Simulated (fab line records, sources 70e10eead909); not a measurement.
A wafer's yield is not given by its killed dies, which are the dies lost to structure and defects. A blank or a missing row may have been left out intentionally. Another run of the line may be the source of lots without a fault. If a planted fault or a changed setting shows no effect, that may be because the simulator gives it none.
Which tool did it? :: flow nand harc :: 11 lots, 33 wafers sampled, at 2 steps of a route of 1302

## WHAT THE GAUGES READ, wafer by wafer
NHARC_P_GATE_CD_MEAS_46: target cd 720 nm.
lot: L318
measured: day 5 07:35
on: cd sem-03
cd nm (nm): 720.5 720.5 720.4

lot: L320
measured: day 6 05:11
on: cd sem-02
cd nm (nm): 714.7 718.4 715.3

lot: L321
measured: day 6 10:55
on: cd sem-01
cd nm (nm): 719.1 720.2 718.0

lot: L324
measured: day 7 17:55
on: cd sem-03
cd nm (nm): 720.0 721.0 719.5

lot: L325
measured: day 8 15:22
on: cd sem-02
cd nm (nm): 718.7 719.2 719.2

lot: L326
measured: day 8 20:47
on: cd sem-02
cd nm (nm): 718.8 716.8 718.6

lot: L327
measured: day 9 00:50
on: cd sem-03
cd nm (nm): 718.2 719.8 717.3

lot: L330
measured: day 10 10:44
on: cd sem-02
cd nm (nm): 719.2 717.8 721.3

lot: L331
measured: day 10 14:59
on: cd sem-02
cd nm (nm): 720.9 721.5 720.2

lot: L338
measured: day 13 17:31
on: cd sem-03
cd nm (nm): 721.6 720.0 721.1

lot: L339
measured: day 14 00:31
on: cd sem-01
cd nm (nm): 722.1 718.8 720.8

## TOOL THAT RAN EACH LOT (tool first, then ch and the chambers of the sampled wafers, then the start)
lot: L318
NHARC_P_GATE_ETCHBACK_37: rie diel-05 ch 1,2,3, day 5 06:43

lot: L320
NHARC_P_GATE_ETCHBACK_37: rie diel-05 ch 2,3, day 6 04:10

lot: L321
NHARC_P_GATE_ETCHBACK_37: rie diel-05 ch 0,2, day 6 10:01

lot: L324
NHARC_P_GATE_ETCHBACK_37: rie diel-03 ch 1,2,3, day 7 17:02

lot: L325
NHARC_P_GATE_ETCHBACK_37: rie diel-03 ch 1,2,3, day 8 14:19

lot: L326
NHARC_P_GATE_ETCHBACK_37: rie diel-03 ch 0,1,2, day 8 19:46

lot: L327
NHARC_P_GATE_ETCHBACK_37: rie diel-03 ch 0,3, day 8 23:57

lot: L330
NHARC_P_GATE_ETCHBACK_37: rie diel-03 ch 0,1,2, day 10 09:43

lot: L331
NHARC_P_GATE_ETCHBACK_37: rie diel-03 ch 0,1,2, day 10 14:06

lot: L338
NHARC_P_GATE_ETCHBACK_37: rie diel-03 ch 1,2,3, day 13 16:29

lot: L339
NHARC_P_GATE_ETCHBACK_37: rie diel-05 ch 0,1,2, day 13 23:29
- NHARC_P_GATE_ETCHBACK_37: etches the open film in CHF3/O2, target depth 34.5 nm, time 17.2 s.

## THE ANSWER, worked out from the rows above alone
Rule: the usual values come from the lots themselves. Put in order of their means at a reading, lots are off if they are a third of the lots or fewer, leave a main group of 4 or more, and stand apart from it by a gap of 3 or more times the standard deviation of the main group's means; of several such gaps the widest counts. A main group is skipped when, at the precision printed for the reading in the tables above, its means are all equal. Also off: a lot with no number at a reading for which 4 or more lots have one. All remaining lots with rows at the step are treated as sound.
No lot is off at any reading shown: from this, nothing can be told.

## WHAT THE SIMULATOR HAD INSERTED
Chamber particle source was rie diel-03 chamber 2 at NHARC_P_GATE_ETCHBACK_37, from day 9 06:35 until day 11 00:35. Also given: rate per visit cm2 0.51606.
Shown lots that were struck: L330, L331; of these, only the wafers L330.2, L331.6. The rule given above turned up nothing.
